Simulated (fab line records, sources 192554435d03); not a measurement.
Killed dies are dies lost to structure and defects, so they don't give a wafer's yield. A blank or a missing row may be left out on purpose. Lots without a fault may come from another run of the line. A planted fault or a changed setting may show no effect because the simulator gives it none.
Which tool did it? | flow n5_finfet | 12 lots, 36 wafers sampled, at 1 step of a route of 1938

WHAT THE GAUGES READ, wafer by wafer
N5_ILD0_INSPECT_06: inspects for defects (darkfield).
lot  | measured    | on                | raw_defect_count
L075 | day 3 21:19 | defect_inspect-01 | 9 23 19
L077 | day 4 08:35 | defect_inspect-02 | 30 60 55
L079 | day 4 20:56 | defect_inspect-01 | 34 22 37
L081 | day 5 12:05 | defect_inspect-02 | 60 31 27
L083 | day 5 23:48 | defect_inspect-02 | 42 23 31
L085 | day 6 15:14 | defect_inspect-01 | 39 31 71
L087 | day 6 23:13 | defect_inspect-02 | 30 24 14
L089 | day 7 12:37 | defect_inspect-01 | 22 14 44
L092 | day 8 04:38 | defect_inspect-02 | 40 42 34
L093 | day 8 13:53 | defect_inspect-02 | 25 28 22
L095 | day 8 23:33 | defect_inspect-01 | 26 20 24
L097 | day 9 12:55 | defect_inspect-02 | 87 26 48

WHICH TOOL RAN EACH LOT (tool, then ch and the chambers of the sampled wafers, then the start)
The record holds no process step before these readings.

THE ANSWER, worked out from the rows above alone
Rule: what is usual is taken from the lots themselves. Put in order of their means at a reading, lots are off if they are a third of the lots or fewer, leave a main group of 4 or more, and stand apart from it by a gap of 3 or more times the standard deviation of the main group's means; of several such gaps the widest counts. A main group whose means are all the same, to the digits that the tables above print for the reading, isn't used. A lot without any number at a reading at which 4 lots or more have one is off too. The other lots that the step has rows for count as sound.
No lot is off at any reading shown: from this, nothing can be told.

WHAT THE SIMULATOR HAD PUT IN
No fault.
